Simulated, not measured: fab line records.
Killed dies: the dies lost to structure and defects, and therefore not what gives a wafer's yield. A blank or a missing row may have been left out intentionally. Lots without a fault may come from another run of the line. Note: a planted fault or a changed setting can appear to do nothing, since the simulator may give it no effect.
Which tool is to blame?	flow n5-finfet	27 wafers from 10 lots sampled at 5 of the route's 1938 steps

== WHAT THE GAUGES READ, wafer by wafer ==
N5_BEOL_M4_RC_MEAS_101.
lot	measured	on	DIBL_N (mV/V)
L703	day 8 12:38	prober-02	34.2 31.6
L706	day 9 05:55	prober-01	38.6 39.0
L708	day 9 06:55	prober-02	35.2 32.3
L710	day 10 03:44	prober-02	35.6 35.7 36.1
L711	day 10 08:30	prober-02	37.4 37.0 36.5
L713	day 11 02:05	prober-01	37.1 39.3 36.3
L716	day 12 03:50	prober-02	35.6 36.5 37.9
L723	day 13 04:11	prober-02	33.8 34.3 33.3
L725	day 13 09:18	prober-02	30.2 31.0 31.3
L726	day 14 06:27	prober-02	32.9 37.2 37.3

== EACH LOT AND THE TOOL THAT RAN IT (in order: tool; ch and the chambers of the sampled wafers; start) ==
lot	N5_BEOL_M0_SAQP_ETCH_84	N5_BEOL_M0_SAQP_HM_OPEN_112	N5_BEOL_M0_SAQP_COAT_105	N5_BEOL_M0_SAQP_ETCH_106
L703	rie-diel-02 ch 2,3, day 5 11:40	rie-diel-02 ch 2,3, day 5 11:46	litho-track-03 ch 0, day 5 13:49	rie-diel-03 ch 0,1, day 5 13:53
L706	rie-diel-02 ch 1,3, day 6 05:25	rie-diel-02 ch 1,3, day 6 05:31	litho-track-02 ch 0, day 6 07:43	rie-diel-02 ch 0,3, day 6 07:53
L708	rie-diel-01 ch 1,3, day 6 21:43	rie-diel-01 ch 1,3, day 6 21:50	litho-track-04 ch 0, day 6 23:58	rie-diel-02 ch 2,3, day 7 00:02
L710	rie-diel-03 ch 2,3, day 7 11:16	rie-diel-03 ch 2,3, day 7 11:22	litho-track-02 ch 0, day 7 13:29	rie-diel-01 ch 0,3, day 7 13:34
L711	rie-diel-03 ch 0,2,3, day 7 18:28	rie-diel-03 ch 0,2,3, day 7 18:35	litho-track-03 ch 0, day 7 20:35	rie-diel-02 ch 2,3, day 7 20:40
L713	rie-diel-01 ch 0,1,2, day 8 10:17	rie-diel-01 ch 0,1,2, day 8 10:23	litho-track-03 ch 0, day 8 12:23	rie-diel-03 ch 0,1,3, day 8 12:28
L716	rie-diel-02 ch 0,1, day 9 06:07	rie-diel-02 ch 0,1, day 9 06:13	litho-track-03 ch 0, day 9 08:29	rie-diel-01 ch 2,3, day 9 08:32
L723	rie-diel-01 ch 0,2, day 10 15:26	rie-diel-01 ch 0,2, day 10 15:33	litho-track-02 ch 0, day 10 18:20	rie-diel-03 ch 1,2, day 10 18:38
L725	rie-diel-02 ch 0,1, day 11 00:23	rie-diel-02 ch 0,1, day 11 00:29	litho-track-04 ch 0, day 11 02:51	rie-diel-02 ch 0,1,3, day 11 03:00
L726	rie-diel-03 ch 0,2,3, day 11 10:51	rie-diel-03 ch 0,2,3, day 11 10:58	litho-track-02 ch 0, day 11 13:03	rie-diel-01 ch 0,1,3, day 11 13:07
- N5_BEOL_M0_SAQP_ETCH_84: etches SOC in N2/H2, target depth 100 nm, overetch 20 nm, time 150 s.
- N5_BEOL_M0_SAQP_HM_OPEN_112: chemistry CHF3/O2, target SiO2, stops on a-Si, target depth 12 nm, time 13.5 s.
- N5_BEOL_M0_SAQP_COAT_105: time 60 s, resist thk 100 nm.
- N5_BEOL_M0_SAQP_ETCH_106: etches SOC in N2/H2, stops on SiNx, target depth 150 nm.

== THE ANSWER, worked out from the rows above alone ==
Rule: what is usual is taken from the lots themselves. Put in order of their means at a reading, lots are off if they are a third of the lots or fewer, leave a main group of 4 or more, and stand apart from it by a gap of 3 or more times the standard deviation of the main group's means; of several such gaps the widest counts. The tables above print the reading to a certain number of digits; a main group whose means all agree to those digits is not used. Also off: a lot with no number at a reading for which 4 or more lots have one. Where the step has rows for the other lots, those lots are counted as sound.
Across all readings shown, no lot is off: no conclusion can be drawn from this.

== WHAT HAD BEEN PUT IN BY THE SIMULATOR ==
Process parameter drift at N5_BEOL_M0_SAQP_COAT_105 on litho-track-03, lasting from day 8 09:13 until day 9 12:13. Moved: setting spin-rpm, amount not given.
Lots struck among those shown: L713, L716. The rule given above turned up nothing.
